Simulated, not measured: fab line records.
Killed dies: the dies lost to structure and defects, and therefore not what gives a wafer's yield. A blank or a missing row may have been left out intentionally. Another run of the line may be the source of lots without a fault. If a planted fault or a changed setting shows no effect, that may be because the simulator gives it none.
fab line records	flow nand_harc
record: lots: 24	wafers: 72	last_day: 24
route steps=1159 shown P_CONTACT@240 P_M0@264 P_M1@315 P_M2@329
lots with no fault: from the same line, run without faults
start_h: hours from the record's opening day to when the first of the lot's shown wafers began	wait_h: hours since the lot's step before	" repeats the value in the row above	L1.1+2: a row that stands for several wafers	- either no value or no given start	* or withheld: withheld	< > ~ a bound
route shown NAME@n: NAME is a module with steps in the file, n the number in the route of the first one	usual: mean/standard deviation of fault-free wafers	same: alike in all rows	chamber/n: place in a boat	sites: the reading at each site	_std_site: the values' standard deviation	_edge_site: inner sites' mean taken away from outer sites' mean	radius_mm: how far each site lies from the wafer's centre	mask NAME#n: copy n	behind: the tool/chamber that last shaped the wafer	hold: cause of the lot's hold/its duration in hours/its outcome	device: which transistor (n, p or np) failed to switch	end of line: tests of these same wafers at the route's end	where a step has no rows: the recipe by itself	killed: not the wafer's yield, but the dies lost to structure and defects at the first sort	map: the dies of a wafer, with x for killed, . for not killed, _ for no die there
set.NAME: the setting that was run; set.NAME@STEP: the one run at that earlier step	model.NAME: the simulator's own value behind a step, which no gauge read
the route's steps for a sample of lots (tables are steps, rows are wafers)
services: a tool's chamber out of use, with start hour (start_h, from the record's first day; less than 0 if before it), hours out, and reason
== steps ==
step: NHARC_P_CONTACT_ETCH_31
recipe: target_depth_a: 300	time_s: 85.7	ion_energy_ev: 120	over_etch_frac: 1	ch3f_flow_sccm: 50	o2_flow_sccm: 30	ar_flow_sccm: 200	rf_w: 500	bias_w: 100	chemistry: CH3F/O2
usual: drypump_motor_current_A: 5.62/0.29	o2_flow_sccm: 30.00/0.099	oes_product_au: 0.975/0.016	rf_vpp_V: 243.8/1.6	showerhead_plenum_p_Torr: 2.42/0.099	throttle_valve_pct: 20.662/0.0092
lot.wafer	tool	chamber	start_h	wait_h	drypump_motor_current_A	o2_flow_sccm	oes_product_au	rf_hours_counter_h	rf_vpp_V	showerhead_plenum_p_Torr	throttle_valve_pct
L075.4	rie_diel-11	1	-	-	5.50	30.16	0.976	11	244.5	2.45	20.676
L075.2	"	2	"	"	5.61	30.00	0.960	8	244.3	2.36	20.661
L075.1	"	0	"	"	5.38	29.93	0.974	11	242.8	2.34	20.677
L074.1	rie_diel-09	1	-	-	5.74	29.89	0.954	2	247.2	2.63	20.665
L074.5	"	3	"	"	5.53	30.04	0.979	-	243.8	2.35	20.680
L074.6	"	0	"	"	5.36	30.18	0.962	-	244.2	2.50	20.653
L076.4	rie_diel-11	2	-	-	5.58	30.01	0.917	8	242.7	2.36	20.670
L076.3	"	3	"	"	5.91	30.02	0.959	11	244.6	2.40	20.662
L076.5	"	3	"	"	5.93	29.90	0.957	-	243.7	2.40	20.654
L078.2	rie_diel-11	1	-	-	5.52	29.98	0.977	13	244.8	2.45	20.666
L078.4	"	2	"	"	5.61	30.05	0.944	9	241.4	2.36	20.681
L078.5	"	0	"	"	5.41	30.02	0.992	-	244.5	2.34	20.653
L077.4	rie_diel-02	0	-	-	4.90	30.00	0.981	55	241.8	2.27	20.663
L077.3	"	1	"	"	5.21	30.13	0.963	55	242.8	2.34	20.654
L077.2	"	2	"	"	6.52	29.93	0.978	52	246.0	2.53	20.670
L079.1	rie_diel-11	3	-	-	5.90	30.01	0.976	12	242.8	2.40	20.669
L079.4	"	1	"	"	5.49	30.25	0.974	14	243.6	2.45	20.643
L079.5	"	0	"	"	5.35	30.09	0.978	-	243.2	2.34	20.655
L080.3	rie_diel-09	0	-	-	5.40	29.89	0.989	5	244.3	2.50	20.681
L080.6	"	0	"	"	5.41	30.01	0.996	-	246.0	2.50	20.639
L080.5	"	1	"	"	5.72	29.86	0.973	-	246.8	2.63	20.660
L081.4	rie_diel-09	0	-	-	5.35	30.13	0.963	7	245.0	2.50	20.661
L081.3	"	2	"	"	5.78	30.00	0.979	7	241.3	2.31	20.666
L081.6	"	0	"	"	5.33	29.97	0.971	-	244.1	2.50	20.659
L083.2	rie_diel-11	2	-	-	5.57	29.93	0.975	12	243.2	2.36	20.663
L083.1	"	3	"	"	5.87	29.95	0.995	14	244.2	2.40	20.664
L083.5	"	2	"	"	5.59	29.79	0.969	-	243.7	2.36	20.661
L082.2	rie_diel-09	1	-	-	5.74	29.99	0.982	7	245.8	2.63	20.665
L082.3	"	2	"	"	5.85	30.10	0.973	7	242.5	2.31	20.681
L082.6	"	1	"	"	5.71	30.02	0.972	-	246.6	2.63	20.650
L084.1	rie_diel-11	1	-	-	5.49	30.14	0.967	17	244.1	2.45	20.674
L084.2	"	3	"	"	5.88	30.01	0.974	16	245.0	2.40	20.665
L084.5	"	1	"	"	5.48	30.00	0.970	-	243.0	2.45	20.658
L086.4	rie_diel-09	0	-	-	5.42	30.10	0.960	9	245.6	2.50	20.655
L086.3	"	1	"	"	5.72	30.00	0.959	9	246.4	2.63	20.658
L086.2	"	2	"	"	5.81	30.02	0.946	9	241.8	2.31	20.658
L085.4	rie_diel-11	2	-	-	5.59	30.18	0.959	14	243.1	2.36	20.662
L085.3	"	0	"	"	5.35	30.18	0.987	18	242.5	2.34	20.647
L085.1	"	1	"	"	5.52	29.78	0.962	18	243.0	2.45	20.658
L087.3	rie_diel-09	3	-	-	5.57	29.95	0.990	9	240.6	2.35	20.660
L087.1	"	1	"	"	5.70	29.81	0.963	9	247.1	2.63	20.671
L087.2	"	2	"	"	5.82	29.85	0.968	9	241.1	2.31	20.670
L089.4	rie_diel-11	3	-	-	5.90	30.12	0.982	1	245.0	2.40	20.658
L089.2	"	0	"	"	5.40	29.95	0.997	1	243.1	2.34	20.687
L089.5	"	1	"	"	5.49	29.95	0.960	-	245.0	2.45	20.651
L090.3	rie_diel-09	3	-	-	5.54	29.89	0.995	11	242.8	2.35	20.668
L090.2	"	1	"	"	5.71	30.02	0.981	11	246.2	2.63	20.658
L090.6	"	0	"	"	5.37	29.96	0.988	-	244.4	2.50	20.657
L088.3	rie_diel-11	1	-	-	5.48	29.86	0.974	1	243.1	2.45	20.650
L088.2	"	3	"	"	5.89	30.05	0.979	1	243.0	2.40	20.657
L088.6	"	2	"	"	5.62	30.02	0.958	-	242.9	2.35	20.677
L091.3	rie_diel-09	0	-	-	5.38	30.24	0.959	12	245.6	2.50	20.667
L091.4	"	1	"	"	5.76	30.15	0.952	11	247.3	2.63	20.633
L091.6	"	3	"	"	5.54	29.92	0.950	-	243.7	2.35	20.681
L092.4	rie_diel-09	3	-	-	5.53	29.99	1.003	12	241.7	2.35	20.642
L092.2	"	1	"	"	5.74	30.20	0.967	13	245.2	2.63	20.658
L092.5	"	0	"	"	5.36	29.96	0.976	-	245.3	2.50	20.667
L093.2	rie_diel-09	3	-	-	5.53	30.06	0.989	14	242.1	2.35	20.662
L093.3	"	2	"	"	5.82	29.86	0.989	14	243.1	2.31	20.659
L093.5	"	0	"	"	5.39	29.94	0.980	-	245.2	2.50	20.661
L095.4	rie_diel-09	2	-	-	5.83	30.08	0.990	14	242.7	2.31	20.667
L095.1	"	3	"	"	5.52	30.01	0.987	14	242.9	2.35	20.681
L095.6	"	2	"	"	5.80	29.95	0.987	-	241.2	2.31	20.670
L094.1	rie_diel-11	2	-	-	5.58	29.98	0.967	5	242.6	2.35	20.666
L094.4	"	3	"	"	5.88	29.92	0.983	5	244.2	2.40	20.669
L094.6	"	2	"	"	5.56	29.87	0.960	-	243.0	2.35	20.657
L096.4	rie_diel-09	2	-	-	5.82	30.11	0.988	16	242.3	2.31	20.657
L096.1	"	0	"	"	5.38	29.96	0.992	17	246.0	2.50	20.659
L096.6	"	1	"	"	5.70	29.94	0.996	-	246.5	2.63	20.651
L097.1	rie_diel-02	3	-	-	6.59	29.88	0.989	36	243.0	2.35	20.654
L097.4	"	0	"	"	4.91	30.07	0.993	34	247.5	2.65	20.655
L097.6	"	3	"	"	6.61	30.04	0.990	-	243.2	2.35	20.664
step: NHARC_P_CONTACT_STRIP_28
recipe: o2_flow_sccm: 500	ar_flow_sccm: 0	bias_w: 0	chemistry: O2
usual: drypump_motor_current_A: 5.61/0.27	o2_flow_sccm: 499.8/1.5	oes_product_au: 0.995/0.012	rf_vpp_V: 57.6/0.81	showerhead_plenum_p_Torr: 3.47/0.14	throttle_valve_pct: 17.037/0.009
lot.wafer	tool	chamber	start_h	wait_h	drypump_motor_current_A	o2_flow_sccm	oes_product_au	rf_hours_counter_h	rf_vpp_V	showerhead_plenum_p_Torr	throttle_valve_pct
L075.4	rie_diel-11	0	117.00	0.1	5.42	501.6	0.995	11	57.8	3.37	17.034
L075.1	"	2	"	"	5.57	500.2	0.974	8	57.3	3.39	17.039
L075.2	"	3	"	"	5.91	498.2	1.002	10	58.8	3.45	17.039
L074.1	rie_diel-11	1	118.59	0.1	5.53	497.8	0.993	11	57.5	3.52	17.033
L074.5	"	3	"	"	5.93	498.8	1.009	-	57.4	3.45	17.031
L074.6	"	0	"	"	5.36	500.8	0.999	-	58.2	3.37	17.026
L076.4	rie_diel-11	2	123.14	0.1	5.59	499.1	0.979	8	57.4	3.39	17.034
L076.3	"	0	"	"	5.36	500.1	0.995	12	57.5	3.37	17.058
L076.5	"	2	"	"	5.62	500.3	0.984	-	57.9	3.39	17.041
L078.2	rie_diel-09	1	130.67	0.1	5.73	501.7	0.987	4	59.3	3.77	17.031
L078.4	"	2	"	"	5.83	500.4	1.001	4	57.5	3.33	17.040
L078.5	"	0	"	"	5.41	499.6	0.987	-	57.6	3.59	17.032
L077.4	rie_diel-11	2	131.36	0.1	5.57	498.7	0.975	9	58.3	3.39	17.030
L077.3	"	3	"	"	5.90	501.1	1.009	12	57.8	3.45	17.060
L077.2	"	0	"	"	5.39	502.4	0.996	13	58.2	3.37	17.040
L079.1	rie_diel-09	3	138.10	0.1	5.56	498.1	1.028	5	58.1	3.38	17.040
L079.4	"	0	"	"	5.36	499.9	0.994	4	56.8	3.59	17.033
L079.5	"	3	"	"	5.54	497.6	1.017	-	58.1	3.38	17.036
L080.3	rie_diel-11	1	147.13	0.1	5.49	498.3	0.999	15	57.6	3.52	17.047
L080.6	"	2	"	"	5.59	500.1	0.977	-	57.2	3.39	17.049
L080.5	"	3	"	"	5.91	500.4	0.998	-	57.0	3.45	17.040
L081.3	rie_diel-02	1	162.59	0.1	5.24	501.3	0.995	2	56.1	3.36	17.025
L081.4	"	0	"	"	4.91	499.1	0.996	-	57.7	3.81	17.026
L081.6	"	1	"	"	5.20	502.1	0.997	-	57.7	3.36	17.033
L083.1	rie_diel-09	1	162.77	0.1	5.72	497.8	0.987	7	58.8	3.77	17.034
L083.2	"	2	"	"	5.83	499.6	1.006	7	58.7	3.33	17.030
L083.5	"	0	"	"	5.38	499.1	0.990	-	56.6	3.59	17.029
L082.2	rie_diel-09	2	163.69	0.1	5.84	502.8	0.991	7	57.7	3.33	17.030
L082.3	"	0	"	"	5.39	496.9	1.010	7	58.0	3.59	17.029
L082.6	"	3	"	"	5.53	499.3	1.012	-	56.8	3.38	17.042
L084.2	rie_diel-09	0	181.06	0.1	5.41	498.3	1.008	8	57.4	3.58	17.035
L084.1	"	3	"	"	5.54	499.5	1.008	8	55.6	3.37	17.034
L084.5	"	1	"	"	5.71	499.1	1.004	-	58.1	3.77	17.035
L086.2	rie_diel-09	0	185.88	0.1	5.37	502.6	0.985	9	58.7	3.58	17.046
L086.4	"	2	"	"	5.77	500.0	0.995	9	57.8	3.32	17.040
L086.3	"	3	"	"	5.55	499.8	1.010	9	57.3	3.37	17.048
L085.1	rie_diel-11	0	186.29	0.1	5.39	500.4	1.001	18	57.3	3.36	17.032
L085.3	"	2	"	"	5.57	499.4	0.965	14	57.5	3.38	17.020
L085.4	"	3	"	"	5.91	499.6	0.998	17	56.8	3.45	17.034
L087.1	rie_diel-11	0	187.21	0.1	5.43	498.2	0.997	18	57.5	3.36	17.032
L087.3	"	1	"	"	5.52	501.3	1.001	18	58.6	3.52	17.031
L087.2	"	2	"	"	5.60	499.4	0.984	14	57.2	3.38	17.031
L089.2	rie_diel-11	1	204.22	0.1	5.52	499.1	0.979	1	56.7	3.52	17.037
L089.4	"	0	"	"	5.40	499.0	0.999	1	57.8	3.36	17.006
L089.5	"	1	"	"	5.53	500.0	0.973	-	57.8	3.52	17.046
L090.3	rie_diel-11	0	205.12	0.1	5.37	498.2	1.010	1	57.2	3.36	17.031
L090.2	"	1	"	"	5.51	499.5	0.979	1	57.9	3.52	17.042
L090.6	"	0	"	"	5.41	498.7	1.006	-	58.1	3.36	17.040
L088.2	rie_diel-11	2	205.49	0.1	5.59	497.7	0.987	1	56.2	3.38	17.036
L088.3	"	0	"	"	5.34	499.9	1.008	1	56.2	3.36	17.021
L088.6	"	1	"	"	5.52	499.2	0.989	-	57.7	3.52	17.055
L091.4	rie_diel-09	0	210.25	0.1	5.36	498.9	0.994	12	57.4	3.58	17.046
L091.3	"	1	"	"	5.76	501.3	0.996	12	58.1	3.77	17.035
L091.6	"	0	"	"	5.35	500.1	1.001	-	57.8	3.58	17.030
L092.2	rie_diel-09	0	218.42	0.1	5.41	501.1	1.006	13	57.8	3.58	17.033
L092.4	"	1	"	"	5.73	497.1	1.004	13	57.9	3.76	17.042
L092.5	"	2	"	"	5.86	499.1	1.013	-	57.9	3.32	17.047
L093.2	rie_diel-11	3	226.18	0.1	5.91	498.2	1.001	4	57.1	3.44	17.040
L093.3	"	1	"	"	5.51	501.4	0.971	4	57.8	3.52	17.026
L093.5	"	2	"	"	5.61	499.3	0.983	-	57.6	3.38	17.030
L095.1	rie_diel-02	1	232.36	0.1	5.21	499.9	0.981	28	56.5	3.35	17.033
L095.4	"	3	"	"	6.62	502.1	0.996	30	58.0	3.39	17.046
L095.6	"	0	"	"	4.93	501.0	0.998	-	59.7	3.79	17.029
L094.1	rie_diel-11	3	232.92	0.1	5.91	504.1	1.004	5	56.5	3.44	17.019
L094.4	"	0	"	"	5.40	498.7	0.993	6	57.0	3.36	17.031
L094.6	"	0	"	"	5.38	499.2	0.992	-	56.8	3.36	17.045
L096.4	rie_diel-09	3	248.65	0.1	5.53	497.8	1.012	16	58.2	3.37	17.045
L096.1	"	1	"	"	5.73	500.7	1.000	15	57.3	3.76	17.036
L096.6	"	2	"	"	5.84	497.5	0.992	-	59.0	3.32	17.047
L097.1	rie_diel-11	2	249.07	0.1	5.59	497.8	0.984	7	56.0	3.38	17.034
L097.4	"	0	"	"	5.38	501.8	1.005	7	57.8	3.36	17.042
L097.6	"	2	"	"	5.60	496.4	0.981	-	58.3	3.38	17.063
step: NHARC_P_M0_OVL_MEAS_10
recipe: pitch_nm: 180
usual: overlay_x_nm: -0.2/0.68	overlay_y_nm: 0.3/0.67
lot.wafer	tool	chamber	start_h	wait_h	overlay_x_nm	overlay_y_nm
L075.1	overlay-02	-	123.19	-	0.1	-0.3
L075.2	"	-	"	"	0.3	-0.6
L075.4	"	-	"	"	0.1	-0.5
L074.1	overlay-02	-	125.42	-	-0.2	0.1
L074.5	"	-	"	"	-0.8	0.7
L074.6	"	-	"	"	-0.6	0.2
L076.3	overlay-02	-	128.76	-	0.1	-0.3
L076.4	"	-	"	"	0.3	0.6
L076.5	"	-	"	"	0.7	0.0
L078.2	overlay-01	-	140.35	-	1.2	1.0
L078.4	"	-	"	"	0.6	0.9
L078.5	"	-	"	"	0.5	1.9
L077.2	overlay-01	-	141.68	-	-0.2	-0.2
L077.3	"	-	"	"	-0.5	-0.6
L077.4	"	-	"	"	-0.2	0.1
L079.1	overlay-02	-	142.09	-	-0.3	0.3
L079.4	"	-	"	"	-1.0	0.7
L079.5	"	-	"	"	-0.1	1.0
L080.3	overlay-01	-	153.09	-	-0.3	0.0
L080.5	"	-	"	"	-0.5	0.1
L080.6	"	-	"	"	-0.5	-0.5
L081.3	overlay-02	-	166.67	-	0.1	0.0
L081.4	"	-	"	"	0.3	0.4
L081.6	"	-	"	"	-0.2	0.2
L083.1	overlay-01	-	166.86	-	-0.3	-0.7
L083.2	"	-	"	"	-0.7	-1.1
L083.5	"	-	"	"	0.3	-1.0
L082.2	overlay-02	-	167.90	-	-0.8	1.6
L082.3	"	-	"	"	-0.6	1.8
L082.6	"	-	"	"	-0.9	1.4
L084.1	overlay-01	-	188.58	-	-0.2	0.9
L084.2	"	-	"	"	0.4	0.4
L084.5	"	-	"	"	-0.3	0.6
L086.2	overlay-02	-	190.61	-	1.0	0.2
L086.3	"	-	"	"	0.0	0.8
L086.4	"	-	"	"	-0.2	0.5
L085.1	overlay-01	-	190.89	-	-0.3	-0.1
L085.3	"	-	"	"	-0.3	0.2
L085.4	"	-	"	"	-0.2	0.1
L087.1	overlay-01	-	191.16	-	-1.6	0.4
L087.2	"	-	"	"	-0.8	0.3
L087.3	"	-	"	"	-1.0	0.3
L089.2	overlay-02	-	207.43	-	-1.0	0.8
L089.4	"	-	"	"	-1.2	0.8
L089.5	"	-	"	"	-0.7	0.9
L090.2	overlay-01	-	208.46	-	-0.9	-0.2
L090.3	"	-	"	"	-0.5	-0.1
L090.6	"	-	"	"	-0.6	0.3
L088.2	overlay-01	-	208.89	-	-0.8	-0.5
L088.3	"	-	"	"	-0.3	-1.5
L088.6	"	-	"	"	-0.9	-1.3
L091.3	overlay-02	-	215.03	-	-0.9	0.2
L091.4	"	-	"	"	-0.5	0.1
L091.6	"	-	"	"	-0.8	0.3
L092.2	overlay-01	-	221.61	-	1.4	0.2
L092.4	"	-	"	"	1.7	-0.1
L092.5	"	-	"	"	0.8	0.3
L093.2	overlay-01	-	230.87	-	-0.6	-0.6
L093.3	"	-	"	"	0.0	-0.4
L093.5	"	-	"	"	-0.6	-0.2
L095.1	overlay-01	-	235.69	-	0.5	1.5
L095.4	"	-	"	"	0.3	1.8
L095.6	"	-	"	"	0.2	1.4
L094.1	overlay-02	-	236.25	-	-0.4	0.1
L094.4	"	-	"	"	-0.9	0.4
L094.6	"	-	"	"	0.1	0.5
L096.1	overlay-02	-	256.24	-	-0.1	1.0
L096.4	"	-	"	"	-0.1	0.7
L096.6	"	-	"	"	0.2	0.9
L097.1	overlay-01	-	256.39	-	0.9	1.2
L097.4	"	-	"	"	0.5	1.0
L097.6	"	-	"	"	0.4	1.2
step: NHARC_P_M1_INSPECT_27
usual: raw_defect_count: 304/100
lot.wafer	tool	chamber	start_h	wait_h	raw_defect_count
L075.1	defect_inspect-01	-	129.80	0.0	283
L075.2	"	-	"	"	251
L075.4	"	-	"	"	478
L074.1	defect_inspect-01	-	132.42	0.0	249
L074.5	"	-	"	"	465
L074.6	"	-	"	"	237
L076.3	defect_inspect-02	-	135.51	0.0	210
L076.4	"	-	"	"	516
L076.5	"	-	"	"	301
L078.2	defect_inspect-01	-	147.30	0.0	260
L078.4	"	-	"	"	200
L078.5	"	-	"	"	165
L077.2	defect_inspect-01	-	148.28	0.0	193
L077.3	"	-	"	"	629
L077.4	"	-	"	"	370
L079.1	defect_inspect-02	-	148.98	0.0	208
L079.4	"	-	"	"	318
L079.5	"	-	"	"	229
L080.3	defect_inspect-02	-	159.73	0.0	256
L080.5	"	-	"	"	380
L080.6	"	-	"	"	341
L081.3	defect_inspect-01	-	173.31	0.0	371
L081.4	"	-	"	"	280
L081.6	"	-	"	"	207
L083.1	defect_inspect-01	-	173.92	0.0	291
L083.2	"	-	"	"	181
L083.5	"	-	"	"	222
L082.2	defect_inspect-02	-	174.68	0.0	302
L082.3	"	-	"	"	348
L082.6	"	-	"	"	433
L084.1	defect_inspect-01	-	195.37	0.0	195
L084.2	"	-	"	"	294
L084.5	"	-	"	"	326
L086.2	defect_inspect-01	-	197.46	0.0	325
L086.3	"	-	"	"	237
L086.4	"	-	"	"	280
L085.1	defect_inspect-01	-	198.14	0.0	369
L085.3	"	-	"	"	304
L085.4	"	-	"	"	438
L087.1	defect_inspect-02	-	198.57	0.0	307
L087.2	"	-	"	"	226
L087.3	"	-	"	"	333
L089.2	defect_inspect-01	-	214.24	0.0	159
L089.4	"	-	"	"	276
L089.5	"	-	"	"	126
L090.2	defect_inspect-01	-	215.24	0.0	259
L090.3	"	-	"	"	327
L090.6	"	-	"	"	340
L088.2	defect_inspect-01	-	215.87	0.0	255
L088.3	"	-	"	"	174
L088.6	"	-	"	"	213
L091.3	defect_inspect-02	-	221.98	0.0	279
L091.4	"	-	"	"	205
L091.6	"	-	"	"	304
L092.2	defect_inspect-02	-	228.49	0.1	385
L092.4	"	-	"	"	350
L092.5	"	-	"	"	416
L093.2	defect_inspect-01	-	237.53	0.0	299
L093.3	"	-	"	"	259
L093.5	"	-	"	"	620
L095.1	defect_inspect-02	-	242.90	0.0	273
L095.4	"	-	"	"	200
L095.6	"	-	"	"	386
L094.1	defect_inspect-02	-	243.17	0.0	179
L094.4	"	-	"	"	170
L094.6	"	-	"	"	149
L096.1	defect_inspect-02	-	262.96	0.0	301
L096.4	"	-	"	"	220
L096.6	"	-	"	"	450
L097.1	defect_inspect-02	-	263.28	0.0	258
L097.4	"	-	"	"	380
L097.6	"	-	"	"	219
step: NHARC_P_M2_OVL_MEAS_10
recipe: pitch_nm: 340
usual: overlay_x_nm: 0.0/0.86	overlay_y_nm: 0.1/0.94
lot.wafer	tool	chamber	start_h	wait_h	overlay_x_nm	overlay_y_nm
L075.1	overlay-02	-	131.28	-	0.8	0.5
L075.2	"	-	"	"	0.4	0.8
L075.4	"	-	"	"	0.4	0.8
L074.1	overlay-01	-	134.07	-	-0.9	-0.3
L074.5	"	-	"	"	-0.7	-0.1
L074.6	"	-	"	"	-0.7	-0.8
L076.3	overlay-02	-	136.99	-	-0.5	0.4
L076.4	"	-	"	"	-0.6	0.3
L076.5	"	-	"	"	-0.7	1.0
L078.2	overlay-01	-	148.78	-	1.3	0.4
L078.4	"	-	"	"	0.4	-0.3
L078.5	"	-	"	"	0.9	-0.6
L077.2	overlay-01	-	149.89	-	-0.5	0.9
L077.3	"	-	"	"	-0.6	0.8
L077.4	"	-	"	"	-0.6	0.9
L079.1	overlay-01	-	150.60	-	0.9	-0.2
L079.4	"	-	"	"	0.6	-0.8
L079.5	"	-	"	"	0.3	-0.9
L080.3	overlay-02	-	161.20	-	-1.1	0.4
L080.5	"	-	"	"	-1.2	0.2
L080.6	"	-	"	"	-1.0	0.8
L081.3	overlay-02	-	174.80	-	-0.3	-0.2
L081.4	"	-	"	"	-0.2	-0.1
L081.6	"	-	"	"	0.0	-0.8
L083.1	overlay-01	-	175.51	-	0.4	-0.8
L083.2	"	-	"	"	0.6	-0.8
L083.5	"	-	"	"	1.0	-0.8
L082.2	overlay-01	-	176.16	-	-0.4	-0.6
L082.3	"	-	"	"	-0.8	-0.2
L082.6	"	-	"	"	-0.7	-0.3
L084.1	overlay-01	-	196.85	-	-1.5	1.3
L084.2	"	-	"	"	-0.6	1.5
L084.5	"	-	"	"	-1.4	1.6
L086.2	overlay-02	-	199.09	-	0.0	-0.3
L086.3	"	-	"	"	0.5	-0.3
L086.4	"	-	"	"	0.4	-0.3
L085.1	overlay-01	-	200.10	-	1.3	-0.9
L085.3	"	-	"	"	1.4	-0.7
L085.4	"	-	"	"	1.0	-0.2
L087.1	overlay-02	-	200.30	-	1.3	0.2
L087.2	"	-	"	"	1.7	0.1
L087.3	"	-	"	"	1.5	0.7
L089.2	overlay-02	-	215.71	-	-1.2	1.0
L089.4	"	-	"	"	-0.5	0.9
L089.5	"	-	"	"	-1.6	1.4
L090.2	overlay-02	-	216.72	-	1.0	0.3
L090.3	"	-	"	"	1.1	0.1
L090.6	"	-	"	"	1.2	0.2
L088.2	overlay-01	-	217.48	-	-0.6	-0.6
L088.3	"	-	"	"	-0.9	-0.7
L088.6	"	-	"	"	-1.0	-0.3
L091.3	overlay-01	-	223.45	-	0.3	-0.6
L091.4	"	-	"	"	0.4	-0.3
L091.6	"	-	"	"	-0.2	-0.3
L092.2	overlay-01	-	229.98	-	0.0	2.0
L092.4	"	-	"	"	-0.3	2.6
L092.5	"	-	"	"	0.0	1.9
L093.2	overlay-02	-	238.95	-	0.8	0.2
L093.3	"	-	"	"	0.7	0.5
L093.5	"	-	"	"	0.7	0.4
L095.1	overlay-01	-	244.36	-	-0.2	0.6
L095.4	"	-	"	"	-0.5	1.3
L095.6	"	-	"	"	-0.3	1.0
L094.1	overlay-01	-	244.64	-	-0.4	0.6
L094.4	"	-	"	"	-0.3	0.6
L094.6	"	-	"	"	0.0	0.7
L096.1	overlay-02	-	264.81	-	-0.4	0.4
L096.4	"	-	"	"	0.1	0.0
L096.6	"	-	"	"	0.0	-0.2
L097.1	overlay-02	-	265.48	-	-0.9	-2.1
L097.4	"	-	"	"	-1.1	-1.9
L097.6	"	-	"	"	-1.8	-3.0
step: NHARC_P_M2_THK_MEAS_24
recipe: thk_meas_gauge: xrf
usual: thk_nm: 144.0/1.4
lot.wafer	tool	chamber	start_h	wait_h	thk_nm
L075.1	film_metro-01	-	133.89	-	143.4
L075.2	"	-	"	"	146.6
L075.4	"	-	"	"	143.5
L074.1	film_metro-02	-	136.60	-	144.1
L074.5	"	-	"	"	143.6
L074.6	"	-	"	"	143.6
L076.3	film_metro-02	-	139.57	-	143.7
L076.4	"	-	"	"	145.0
L076.5	"	-	"	"	143.4
L078.2	film_metro-02	-	151.36	-	144.7
L078.4	"	-	"	"	143.5
L078.5	"	-	"	"	143.3
L077.2	film_metro-01	-	152.46	-	144.8
L077.3	"	-	"	"	142.9
L077.4	"	-	"	"	142.7
L079.1	film_metro-02	-	153.18	-	145.0
L079.4	"	-	"	"	143.2
L079.5	"	-	"	"	144.6
L080.3	film_metro-01	-	163.72	-	142.5
L080.5	"	-	"	"	141.6
L080.6	"	-	"	"	143.0
L081.3	film_metro-02	-	177.32	-	143.5
L081.4	"	-	"	"	142.8
L081.6	"	-	"	"	146.9
L083.1	film_metro-01	-	178.12	-	141.5
L083.2	"	-	"	"	145.1
L083.5	"	-	"	"	145.7
L082.2	film_metro-02	-	178.81	-	146.2
L082.3	"	-	"	"	143.6
L082.6	"	-	"	"	145.5
L084.1	film_metro-01	-	199.40	-	144.9
L084.2	"	-	"	"	144.9
L084.5	"	-	"	"	143.1
L086.2	film_metro-02	-	201.62	-	143.1
L086.3	"	-	"	"	145.9
L086.4	"	-	"	"	143.8
L085.1	film_metro-01	-	202.73	-	144.4
L085.3	"	-	"	"	143.6
L085.4	"	-	"	"	140.2
L087.1	film_metro-01	-	203.05	-	140.6
L087.2	"	-	"	"	144.4
L087.3	"	-	"	"	145.0
L089.2	film_metro-02	-	218.30	-	143.8
L089.4	"	-	"	"	142.8
L089.5	"	-	"	"	145.2
L090.2	film_metro-02	-	219.28	-	145.7
L090.3	"	-	"	"	142.7
L090.6	"	-	"	"	144.5
L088.2	film_metro-01	-	220.12	-	147.1
L088.3	"	-	"	"	143.7
L088.6	"	-	"	"	142.5
L091.3	film_metro-02	-	225.99	-	145.4
L091.4	"	-	"	"	144.1
L091.6	"	-	"	"	144.8
L092.2	film_metro-01	-	232.50	-	146.2
L092.4	"	-	"	"	144.8
L092.5	"	-	"	"	141.9
L093.2	film_metro-02	-	241.48	-	144.6
L093.3	"	-	"	"	143.2
L093.5	"	-	"	"	144.3
L095.1	film_metro-02	-	246.89	-	146.0
L095.4	"	-	"	"	145.2
L095.6	"	-	"	"	146.5
L094.1	film_metro-02	-	247.25	-	143.1
L094.4	"	-	"	"	146.4
L094.6	"	-	"	"	142.7
L096.1	film_metro-02	-	267.33	-	146.4
L096.4	"	-	"	"	144.0
L096.6	"	-	"	"	145.5
L097.1	film_metro-01	-	268.03	-	140.7
L097.4	"	-	"	"	142.5
L097.6	"	-	"	"	143.9
== services ==
tool	chamber	start_h	hours	kind
rie_diel-11	0	95.48	-	clean
rie_diel-11	1	95.48	-	clean
rie_diel-11	2	95.48	-	clean
rie_diel-11	3	95.48	-	clean
rie_diel-09	-	99.94	0.4	repair
rie_diel-11	0	119.98	-	clean
rie_diel-11	1	119.98	-	clean
rie_diel-11	2	119.98	-	clean
rie_diel-11	3	119.98	-	clean
rie_diel-02	2	133.82	49.2	repair
rie_diel-02	1	139.90	6.9	repair
rie_diel-11	0	144.48	-	clean
rie_diel-11	1	144.48	-	clean
rie_diel-11	2	144.48	-	clean
rie_diel-11	3	144.48	-	clean
rie_diel-02	-	150.83	9.0	pm
rie_diel-11	0	168.98	-	clean
rie_diel-11	1	168.98	-	clean
rie_diel-11	2	168.98	-	clean
rie_diel-11	3	168.98	-	clean
rie_diel-09	-	182.37	1.0	repair
rie_diel-11	-	189.98	9.0	pm
rie_diel-11	0	189.98	9.0	vent_cycle
rie_diel-09	1	220.03	5.9	repair
== key ==
fault none
